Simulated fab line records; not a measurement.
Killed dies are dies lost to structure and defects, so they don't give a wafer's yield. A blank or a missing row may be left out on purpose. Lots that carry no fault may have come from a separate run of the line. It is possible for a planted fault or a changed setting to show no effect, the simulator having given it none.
8D (eight disciplines) problem report, filled in by code :: flow n5_finfet :: the parts of the form that need people (team, actions taken, sign-off) are left out

== 1. THE PROBLEM ==
rf_fwd_power_W at N5_BEOL_M10_ETCH_41 reads a mean of 486.5 W on 6 wafers of 2 lots; wafers without a fault read 391.9 W with a standard deviation of 1.5. That puts it +63 standard deviations away from the usual mean.
The step: etches SiCN in CH3F/O2, target depth 42.6 nm, time 86 s.
Earliest sighting: wafer L956.2 on rie_diel-06 at day 13 08:16. Wafers with a number at this step in the record: 30, from 10 lots. Rule for "out" (also "out of limits"): further than 4 standard deviations from the usual mean. All remaining wafers that have a number are taken as sound.

== 2. WHAT THIS IS AND IS NOT ==
question: which readings at this step
is: rf_fwd_power_W, rf_vpp_V
is not: drypump_motor_current_A, showerhead_plenum_p_Torr, throttle_valve_pct

question: which lots
is: L956, L961
is not: L946, L947, L955, L962, L965, L966, L968, L969

question: which wafers of those lots
is: all that have a number
is not: -

question: read on which tools
is: rie_diel-06
is not: rie_diel-02, rie_diel-05

question: when
is: from day 13 08:16
is not: up to then (9 sound wafers); but 15 sound wafers of L962, L965, L966, L968, L969 came after

== 3. SUSPECTS, AND WHAT RULES EACH OUT ==
Counting: any tool at a process step up to the reading is kept as a suspect provided that every lot that is out went through it and no sound lot did after the first of them.
- rie_diel-06 at N5_BEOL_M10_ETCH_41 (etches SiCN in CH3F/O2, target depth 42.6 nm, time 86 s): kept. All lots that are out passed through it, beginning with L956 at day 13 08:16, and no sound lot followed; its final sound lot before that point was L955 at day 12 21:42. On those wafers its own readings are out: rf_fwd_power_W, rf_vpp_V.
Remaining after the count: rie_diel-06 at N5_BEOL_M10_ETCH_41.

== 4. THE CAUSE (what the simulator had put in) ==
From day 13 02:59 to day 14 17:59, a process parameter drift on rie_diel-06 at N5_BEOL_M10_ETCH_41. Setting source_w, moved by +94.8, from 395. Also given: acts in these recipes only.
Only this tool survived the counting.

== 5. THE CHAIN OF EFFECTS, in route order ==
Each row: a reading where the mean over the struck wafers with a number is more than 3 standard deviations away from the usual. Only readings whose record carries a usual standard deviation are examined. hours: median over the lots of the time between each lot's start at the first step of this table that gives one and its start at this step. sigmas: the change, counted in usual standard deviations.
hours: 0
step: N5_BEOL_M10_ETCH_41
reading: rf_fwd_power_W
usual: 391.9 W
on struck wafers: 486.5
change: +94.6
sigmas: +63

hours: 0
step: N5_BEOL_M10_ETCH_41
reading: rf_vpp_V
usual: 297.7 V
on struck wafers: 276.9
change: -20.8
sigmas: -13
Process steps it contains:
- N5_BEOL_M10_ETCH_41: etches SiCN in CH3F/O2, target depth 42.6 nm, time 86 s.

== 6. HOW IT WOULD HAVE BEEN CAUGHT EARLIER ==
In this record the first reading out of limits was taken at day 13 08:16, 5 hours after the fault began at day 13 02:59.
